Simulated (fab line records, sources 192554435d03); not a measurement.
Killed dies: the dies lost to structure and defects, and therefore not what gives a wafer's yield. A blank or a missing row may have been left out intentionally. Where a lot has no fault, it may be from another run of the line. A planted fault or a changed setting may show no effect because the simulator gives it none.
fab line records -- flow n5Finfet
record: lots: 9, wafers: 26, lastDay: 17
route steps=1938 shown HKMG_FIN@451 GATE_CUT@465 BEOL_M4@1111
lots untouched by any fault: they come from a run of this same line in which no faults occurred
startH: hours from the record's first day to the start of the lot's first wafer shown -- waitH: hours elapsed since this lot's preceding step -- " the same as in the row above -- L1.1+2: a single row standing in for several wafers -- - no value, or no start given -- * or withheld: withheld -- < > ~ a bound
route shown NAME@n: names a module that has steps shown in the file, with the first one's number in the route -- usual: mean and standard deviation over wafers with no fault -- same: alike in all rows -- chamber/n: place in a boat -- sites: readings site by site -- _std_site: standard deviation across them -- _edge_site: outer sites' mean less inner sites' -- radiusMm: how far each site lies from the wafer's centre -- mask NAME#n: copy n -- behind: the last tool/chamber to shape the wafer -- hold: reason for holding the lot/hours on hold/outcome of the hold -- device: names the non-switching transistor (n, p or np) -- end of line: at the end of the route, the tests of the same wafers -- step lacking rows: just its recipe -- killed: not the wafer's yield, but the dies lost to structure and defects at the first sort -- map: per-die view of a wafer (x killed, . not killed, _ where there is no die)
set.NAME: setting as actually run; set.NAME@STEP: the setting as run at that earlier step -- model.NAME: the simulator's own value behind a step, which no gauge read
a sample of lots followed through the steps of the route, with each step as a table and each wafer as a row
services: the hour from which a tool's chamber was out of use, counted from the record's first day as startH (under 0 if before that day), plus the number of hours and why
== steps ==
step: N5_HKMG_FIN_ETCH_67
recipe: chemistry: N2/H2, target: SOC, targetDepthA: 3889, stopOn: TiN, ionEnergyEv: 100, biasW: 61, pressureMtorr: 30, sourceW: 850, n2FlowSccm: 200, h2FlowSccm: 200
usual: drypumpMotorCurrentA: 5.6/0.4, oesProductAu: 0.78/0.09, rfFwdPowerW: 845/3, rfVppV: 240.5/1.1, showerheadPlenumPTorr: 2.52/0.059, throttleValvePct: 17.7/0.33
lot.wafer,tool,chamber,startH,waitH,drypumpMotorCurrentA,oesProductAu,rfFwdPowerW,rfHoursCounterH,rfVppV,showerheadPlenumPTorr,throttleValvePct
L548.2,rieDiel-03,1,85.74,-,5.1,0.69,843,237,241.8,2.60,18.0
L548.5,rieDiel-03,1,85.74,-,5.1,0.69,846,-,242.0,2.60,18.0
L548.6,rieDiel-03,3,85.74,-,5.5,0.71,847,-,241.0,2.54,18.2
L553.2,rieDiel-04,2,113.24,-,5.5,0.85,841,35,240.1,2.47,17.2
L553.4,rieDiel-04,1,113.24,-,5.4,0.96,846,4,239.3,2.50,17.7
L553.5,rieDiel-04,0,113.24,-,6.1,0.72,848,-,240.0,2.49,17.6
L554.1,rieDiel-03,2,120.28,-,5.6,0.96,844,7,242.0,2.60,17.2
L554.4,rieDiel-03,2,120.28,-,5.6,0.95,840,-,240.8,2.60,17.2
L554.5,rieDiel-03,0,120.28,-,6.4,0.73,845,-,240.3,2.53,17.8
L560.1,rieDiel-03,1,156.56,-,5.1,0.93,847,5,241.6,2.59,17.7
L560.4,rieDiel-03,0,156.56,-,6.4,0.72,846,178,241.0,2.52,17.8
L560.6,rieDiel-03,2,156.56,-,5.7,0.92,838,-,242.3,2.60,17.3
L561.1,rieDiel-03,1,162.84,-,5.1,0.92,845,8,242.0,2.59,17.6
L561.4,rieDiel-03,0,162.84,-,6.4,0.71,839,180,241.5,2.52,17.8
L561.5,rieDiel-03,2,162.84,-,5.6,0.91,842,-,240.9,2.60,17.3
L562.2,rieDiel-04,0,169.62,-,6.1,0.71,843,228,240.7,2.48,17.6
L562.4,rieDiel-04,1,169.62,-,5.4,0.89,843,23,239.8,2.49,17.7
L562.6,rieDiel-04,0,169.62,-,6.1,0.71,846,-,239.2,2.48,17.6
L563.3,rieDiel-03,2,171.58,-,5.6,0.90,841,27,241.9,2.59,17.3
L563.6,rieDiel-03,2,171.58,-,5.6,0.90,844,-,240.8,2.59,17.3
L567.1,rieDiel-04,1,199.75,-,5.4,0.87,844,34,238.7,2.48,17.8
L567.4,rieDiel-04,3,199.75,-,4.9,0.74,847,173,240.7,2.45,18.0
L567.5,rieDiel-04,1,199.75,-,5.4,0.87,847,-,240.6,2.48,17.8
L568.1,rieDiel-04,1,204.99,-,5.4,0.88,848,36,239.9,2.48,17.8
L568.3,rieDiel-04,2,204.99,-,5.5,0.80,844,67,241.3,2.45,17.3
L568.6,rieDiel-04,2,204.99,-,5.5,0.80,844,-,239.5,2.45,17.3
step: N5_GATE_CUT_ETCHBACK_00
recipe: chemistry: SF6/Cl2, target: W, pressureMtorr: 8, icpW: 900, biasW: 80, SF6_flow_sccm: 40, Cl2_flow_sccm: 60
usual: drypumpMotorCurrentA: 5.8/0.44, oesProductAu: 0.74/0.12, rfFwdPowerW: 893/3.4, throttleValvePct: 27.2/0.43
lot.wafer,tool,chamber,startH,waitH,drypumpMotorCurrentA,oesProductAu,rfFwdPowerW,rfHoursCounterH,throttleValvePct
L548.2,rieMetal-03,1,87.77,0.0,6.2,0.60,887,126,27.7
L548.5,rieMetal-03,0,87.77,0.0,6.2,0.62,891,-,27.6
L548.6,rieMetal-03,1,87.77,0.0,6.2,0.60,886,-,27.7
L553.2,rieMetal-02,0,115.27,0.0,5.9,0.90,897,10,26.8
L553.4,rieMetal-02,1,115.27,0.0,5.0,0.80,899,-,26.7
L553.5,rieMetal-02,1,115.27,0.0,5.0,0.80,898,-,26.7
L554.1,rieMetal-01,1,122.30,0.0,5.3,0.79,897,34,27.3
L554.4,rieMetal-01,0,122.30,0.0,5.8,0.89,900,-,26.6
L554.5,rieMetal-01,1,122.30,0.0,5.3,0.79,893,-,27.3
L560.1,rieMetal-02,0,158.59,0.0,5.9,0.86,892,13,26.8
L560.4,rieMetal-02,0,158.59,0.0,5.9,0.87,891,-,26.8
L560.6,rieMetal-02,1,158.59,0.0,5.0,0.78,896,-,26.7
L561.1,rieMetal-02,1,164.97,0.0,5.0,0.78,895,36,26.7
L561.4,rieMetal-02,1,164.97,0.0,5.0,0.78,897,-,26.7
L561.5,rieMetal-02,0,164.97,0.0,5.9,0.87,896,-,26.8
L562.2,rieMetal-02,1,171.64,0.0,5.0,0.79,901,37,26.7
L562.4,rieMetal-02,1,171.64,0.0,5.0,0.79,894,-,26.7
L562.6,rieMetal-02,1,171.64,0.0,5.0,0.78,896,-,26.7
L563.3,rieMetal-03,0,173.79,0.1,6.2,0.61,896,-,27.6
L563.6,rieMetal-03,0,173.79,0.1,6.2,0.60,889,-,27.6
L567.1,rieMetal-01,1,201.89,0.0,5.3,0.78,899,40,27.3
L567.4,rieMetal-01,0,201.89,0.0,5.8,0.87,893,-,26.6
L567.5,rieMetal-01,0,201.89,0.0,5.8,0.86,896,-,26.6
L568.1,rieMetal-01,1,207.02,0.0,5.3,0.78,894,41,27.3
L568.3,rieMetal-01,0,207.02,0.0,5.8,0.87,898,-,26.6
L568.6,rieMetal-01,1,207.02,0.0,5.3,0.78,893,-,27.3
step: N5_GATE_CUT_ETCH_56
recipe: chemistry: Cl2/Ar, target: TiN, targetDepthA: 216, pressureMtorr: 10, icpW: 600, biasW: 60, Cl2_flow_sccm: 40, Ar_flow_sccm: 60
usual: drypumpMotorCurrentA: 5.8/0.44, mfcCl2Sccm: 40.00/0.12, oesProductAu: 0.73/0.11, rfFwdPowerW: 594.9/2.7, throttleValvePct: 20.6/0.37
lot.wafer,tool,chamber,startH,waitH,drypumpMotorCurrentA,mfcCl2Sccm,oesProductAu,rfFwdPowerW,rfHoursCounterH,throttleValvePct
L548.2,rieMetal-03,1,87.89,0.1,6.2,40.03,0.60,590.8,126,21.1
L548.5,rieMetal-03,0,87.89,0.1,6.2,40.14,0.62,593.3,-,20.9
L548.6,rieMetal-03,1,87.89,0.1,6.2,39.99,0.60,593.0,-,21.1
L553.2,rieMetal-02,0,115.39,0.1,5.9,40.08,0.87,594.9,10,20.2
L553.4,rieMetal-02,1,115.39,0.1,5.0,40.02,0.79,596.1,-,20.2
L553.5,rieMetal-02,1,115.39,0.1,5.0,40.01,0.79,595.2,-,20.2
L554.1,rieMetal-01,1,122.42,0.1,5.3,40.02,0.80,602.2,34,20.6
L554.4,rieMetal-01,0,122.42,0.1,5.8,39.93,0.88,599.1,-,20.2
L554.5,rieMetal-01,1,122.42,0.1,5.3,39.86,0.79,599.7,-,20.6
L560.1,rieMetal-02,0,158.71,0.1,5.9,30.81,0.84,598.5,13,19.1
L560.4,rieMetal-02,0,158.71,0.1,5.9,30.91,0.84,596.5,-,19.1
L560.6,rieMetal-02,1,158.71,0.1,5.0,30.78,0.76,595.3,-,19.1
L561.1,rieMetal-02,1,165.09,0.1,5.0,30.75,0.76,595.4,36,19.1
L561.4,rieMetal-02,1,165.09,0.1,5.0,30.57,0.76,596.1,-,19.1
L561.5,rieMetal-02,0,165.09,0.1,5.9,30.69,0.82,594.1,-,19.1
L562.2,rieMetal-02,1,171.76,0.1,5.0,30.50,0.76,595.4,37,19.1
L562.4,rieMetal-02,1,171.76,0.1,5.0,30.43,0.75,593.4,-,19.1
L562.6,rieMetal-02,1,171.76,0.1,5.1,30.62,0.76,595.2,-,19.1
L563.3,rieMetal-03,0,173.90,0.1,6.2,39.95,0.60,593.8,-,20.9
L563.6,rieMetal-03,0,173.90,0.1,6.2,39.99,0.60,592.2,-,20.9
L567.1,rieMetal-01,1,202.01,0.1,5.3,39.82,0.79,597.0,40,20.6
L567.4,rieMetal-01,0,202.01,0.1,5.8,40.11,0.85,596.7,-,20.2
L567.5,rieMetal-01,0,202.01,0.1,5.8,39.92,0.85,598.1,-,20.2
L568.1,rieMetal-01,1,207.14,0.1,5.2,40.00,0.78,598.1,41,20.6
L568.3,rieMetal-01,0,207.14,0.1,5.8,40.16,0.85,597.8,-,20.2
L568.6,rieMetal-01,1,207.14,0.1,5.3,40.10,0.77,602.1,-,20.6
step: N5_GATE_CUT_STRIP_59
recipe: chemistry: N2/H2, timeS: 20, powerW: 100, tempC: 40, pressureMtorr: 100, rfFrequencyHz: 6e+07, biasPowerW: 3, n2FlowSccm: 300, h2FlowSccm: 300
usual: drypumpMotorCurrentA: 5.8/0.34, oesProductAu: 0.79/0.074, rfVppV: 45.3/0.88, showerheadPlenumPTorr: 3.34/0.15, throttleValvePct: 12.19/0.26
lot.wafer,tool,chamber,startH,waitH,drypumpMotorCurrentA,oesProductAu,rfHoursCounterH,rfVppV,showerheadPlenumPTorr,throttleValvePct
L548.2,rieDiel-06,1,88.16,0.1,5.8,0.74,187,45.1,3.22,12.41
L548.5,rieDiel-06,0,88.16,0.1,6.3,0.94,-,44.7,3.44,12.03
L548.6,rieDiel-06,1,88.16,0.1,5.8,0.75,-,47.4,3.22,12.40
L553.2,rieDiel-06,1,115.78,0.1,5.8,0.75,196,45.7,3.22,12.45
L553.4,rieDiel-06,0,115.78,0.1,6.3,0.92,-,46.5,3.44,12.05
L553.5,rieDiel-06,2,115.78,0.1,5.6,0.78,-,45.5,3.54,12.22
L554.1,rieDiel-06,1,122.69,0.1,5.7,0.74,198,44.4,3.21,12.45
L554.4,rieDiel-06,1,122.69,0.1,5.8,0.74,-,45.9,3.21,12.45
L554.5,rieDiel-06,0,122.69,0.1,6.3,0.90,-,46.6,3.43,12.05
L560.1,rieDiel-06,3,158.99,0.1,6.5,0.94,6,44.5,3.33,11.60
L560.4,rieDiel-06,2,158.99,0.1,5.6,0.77,145,45.8,3.54,12.25
L560.6,rieDiel-06,0,158.99,0.1,6.3,0.89,-,46.1,3.43,12.09
L561.1,rieDiel-05,2,165.52,0.1,6.0,0.75,132,44.7,3.13,12.06
L561.4,rieDiel-05,1,165.52,0.1,5.5,0.73,201,44.2,3.21,12.66
L561.5,rieDiel-05,2,165.52,0.1,6.0,0.75,-,46.2,3.13,12.05
L562.2,rieDiel-06,1,172.04,0.1,5.8,0.72,213,44.7,3.21,12.48
L562.4,rieDiel-06,3,172.04,0.1,6.5,0.93,8,46.0,3.33,11.62
L562.6,rieDiel-06,2,172.04,0.1,5.6,0.77,-,44.0,3.53,12.24
L563.3,rieDiel-06,2,174.14,0.1,5.6,0.77,148,46.0,3.53,12.24
L563.6,rieDiel-06,1,174.14,0.1,5.7,0.73,-,47.1,3.21,12.48
L567.1,rieDiel-02,0,202.29,0.1,5.2,0.74,160,43.5,3.34,12.11
L567.4,rieDiel-02,2,202.29,0.1,5.7,0.84,70,45.4,3.58,12.26
L567.5,rieDiel-02,1,202.29,0.1,6.0,0.68,-,45.1,3.17,12.22
L568.1,rieDiel-02,0,207.41,0.1,5.3,0.75,162,46.4,3.34,12.11
L568.3,rieDiel-02,3,207.41,0.1,6.2,0.83,83,45.1,3.26,11.92
L568.6,rieDiel-02,2,207.41,0.1,5.7,0.83,-,45.3,3.58,12.25
step: N5_BEOL_M4_RC_MEAS_101
usual: DIBL_N: 36.2/2, DIBL_P: 36.1/2.4, IOFF_N: 0.16/0.035, IOFF_P: 0.22/0.041, ION_N: 675/14, ION_P: 465/8.6, SS_N: 71.5/0.64, SS_P: 73.2/0.76, VT_N: 250/3.9, VT_P: -249/3.4
lot.wafer,tool,chamber,startH,waitH,DIBL_N[mV/V],DIBL_P[mV/V],IOFF_N[nA/um],IOFF_P[nA/um],ION_N[uA/um],ION_P[uA/um],SS_N[mV/dec],SS_P[mV/dec],VT_N[mV],VT_P[mV]
L548.2,prober-01,0,191.76,0.2,34.7,37.9,0.14,0.24,670,471,70.7,73.3,253,-247
L548.5,prober-01,0,191.76,0.2,35.5,37.3,0.15,0.23,667,460,71.5,73.1,252,-249
L548.6,prober-01,0,191.76,0.2,35.6,38.7,0.15,0.26,663,470,71.1,74.4,251,-245
L553.2,prober-01,0,206.14,0.2,34.8,34.5,0.13,0.20,665,456,71.7,72.6,248,-251
L553.4,prober-01,0,206.14,0.2,35.7,36.2,0.16,0.22,680,470,71.5,73.6,248,-246
L553.5,prober-01,0,206.14,0.2,35.7,36.0,0.16,0.23,675,476,71.6,72.8,249,-249
L554.1,prober-01,0,225.70,0.0,38.1,38.1,0.19,0.27,684,475,71.7,73.3,246,-244
L554.4,prober-01,0,225.70,0.0,35.5,34.8,0.14,0.23,669,472,71.5,72.6,253,-249
L554.5,prober-01,0,225.70,0.0,39.5,39.4,0.23,0.31,694,474,72.5,74.0,246,-245
L560.1,prober-01,0,255.86,0.0,37.1,38.2,0.16,0.24,678,467,71.9,73.2,249,-248
L560.4,prober-01,0,255.86,0.0,35.0,35.3,0.13,0.19,661,461,71.2,72.9,254,-249
L560.6,prober-01,0,255.86,0.0,36.6,38.1,0.16,0.23,679,472,71.1,73.7,251,-248
L561.1,prober-01,0,262.25,0.0,38.9,38.2,0.21,0.26,693,479,72.0,73.1,242,-246
L561.4,prober-01,0,262.25,0.0,39.1,38.8,0.21,0.28,697,473,71.6,74.4,247,-244
L561.5,prober-01,0,262.25,0.0,36.9,34.9,0.16,0.22,672,459,71.2,74.1,247,-249
L562.2,prober-02,0,264.35,0.2,37.5,37.1,0.17,0.23,675,461,72.2,73.9,249,-249
L562.4,prober-02,0,264.35,0.2,37.6,37.2,0.17,0.23,680,462,72.6,73.5,250,-247
L562.6,prober-02,0,264.35,0.2,33.6,33.2,0.12,0.18,682,476,70.6,71.9,253,-250
L563.3,prober-01,0,264.55,0.3,36.6,37.2,0.16,0.23,677,472,71.4,72.4,249,-246
L563.6,prober-01,0,264.55,0.3,33.0,31.7,0.10,0.16,653,453,71.0,71.6,255,-251
L568.1,prober-02,0,295.93,0.0,35.1,34.5,0.12,0.15,673,450,70.5,73.3,255,-255
L568.3,prober-02,0,295.93,0.0,39.0,38.9,0.17,0.20,664,453,72.7,74.4,254,-252
L568.6,prober-02,0,295.93,0.0,39.5,40.1,0.18,0.21,679,456,72.6,73.8,256,-253
L567.1,prober-02,0,297.34,0.0,38.8,35.0,0.19,0.21,685,461,71.5,73.3,249,-251
L567.4,prober-02,0,297.34,0.0,36.6,34.5,0.15,0.21,670,461,71.7,73.6,250,-249
L567.5,prober-02,0,297.34,0.0,33.3,30.0,0.10,0.16,654,456,70.7,71.6,254,-252
== services ==
tool,chamber,startH,hours,kind
rieDiel-04,1,65.99,7.4,repair
rieDiel-04,2,76.84,9.3,repair
rieDiel-06,2,78.18,2.0,repair
rieDiel-03,2,79.37,-,clean
rieDiel-03,2,79.37,-,consumableReplace:focusRing
rieDiel-03,2,79.37,18.4,scheduledDown
rieDiel-03,2,79.37,18.4,ventCycle
rieMetal-01,-,86.54,1.4,repair
rieDiel-04,3,90.75,21.3,repair
rieDiel-02,3,92.77,4.0,repair
rieMetal-03,-,99.43,1.4,pm
rieDiel-06,3,114.49,7.7,repair
rieDiel-03,1,119.26,-,clean
rieDiel-03,1,119.26,-,consumableReplace:focusRing
rieDiel-03,1,119.26,19.8,scheduledDown
rieDiel-03,1,119.26,19.8,ventCycle
rieDiel-06,3,122.23,-,clean
rieDiel-06,3,122.23,-,consumableReplace:focusRing
rieDiel-06,3,122.23,20.7,scheduledDown
rieDiel-06,3,122.23,20.7,ventCycle
rieDiel-05,1,130.42,3.7,repair
rieMetal-02,-,141.79,1.4,pm
rieDiel-03,1,188.21,2.4,repair
rieDiel-02,3,192.97,4.2,repair
== key ==
firstSign: step: N5_GATE_CUT_ETCH_56, reading: mfcCl2Sccm, direction: down, sigmas: 75, usual: 40.00, struck: 30.67
effect: step: N5_GATE_CUT_ETCH_56, reading: throttleValvePct, direction: down, sigmas: 4, usual: *, struck: *
metAt N5_GATE_CUT_ETCH_56
struckLots L560,L561,L562
baselineLoss: step: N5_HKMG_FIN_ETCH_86, wafers: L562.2
notActingAt N5_HKMG_FIN_ETCH_67,N5_GATE_CUT_ETCHBACK_00,N5_GATE_CUT_STRIP_59
onsetBetween 115.39 158.71
fault: kind: processParameterDrift, tool: rieMetal-02, chamber: -, onsetH: 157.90, steps: N5_GATE_CUT_ETCH_56, channel: Cl2_flow_sccm, offset: -9.1871, shape: step, endH: 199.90, actsIn: theseRecipesOnly, stated: 40
baselineLoss: these wafers lose ten dies or more at that step, a loss of the line's own and not of a fault; the sort's usual values leave them out
